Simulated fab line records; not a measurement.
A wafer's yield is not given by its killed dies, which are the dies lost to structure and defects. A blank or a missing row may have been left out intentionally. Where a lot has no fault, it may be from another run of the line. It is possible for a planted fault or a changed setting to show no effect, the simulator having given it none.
Chamber matching	flow nand harc	4 sister chambers for NHARC_A_STAIRCASE_TRIM_229 on rie diel-04
The step chemistry O2, time 211.2 s. 8 wafers are shown with their chamber, then 11 later ones without.

## WAFERS, EACH WITH ITS CHAMBER
wafer	chamber	showerhead plenum p Torr (Torr)	oes product au (a.u.)
L078.5	0	3.65	1.011
L080.5	0	3.65	1.002
L080.6	3	3.46	1.008
L085.3	1	3.61	1.010
L087.1	2	3.58	0.991
L087.2	1	3.61	0.992
L087.5	2	3.58	0.997
L089.1	3	3.45	1.007

## WAFERS MISSING THEIR CHAMBER
wafer	showerhead plenum p Torr (Torr)	oes product au (a.u.)
L089.3	3.61	0.995
L089.4	3.63	1.007
L092.3	3.60	0.999
L092.4	3.57	1.003
L092.6	3.62	1.008
L094.2	3.59	0.999
L094.5	3.62	1.014
L094.6	3.43	0.992
L096.2	3.43	1.018
L096.5	3.61	1.015
L096.6	3.59	0.992

## EACH ONE'S CHAMBER
wafer	from the rows above	in truth
L089.3	1	1
L089.4	can't be placed: 0 or 1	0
L092.3	1	1
L092.4	2	2
L092.6	1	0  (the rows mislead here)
L094.2	2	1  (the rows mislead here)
L094.5	1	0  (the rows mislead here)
L094.6	3	3
L096.2	3	3
L096.5	1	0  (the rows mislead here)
L096.6	2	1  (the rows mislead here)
Placed correctly: 5 of 11. Can't be placed from these rows: 1 (the true chamber is among the candidates in 1). Wrongly placed: 5.
How it was worked out, from the rows above alone: a wafer's distance from a chamber is the root of the sum, over the readings, of the square of ((its reading less the chamber's mean) divided by the reading's scatter). If the next closest chamber is less than 2 further off than the closest, the wafer can't be placed; otherwise it belongs to the closest. The mean given for a chamber averages the wafers shown for that chamber. The scatter: take each reading less its chamber's mean, square it, sum over the shown wafers, divide by the number of wafers less the number of chambers, and take the root.
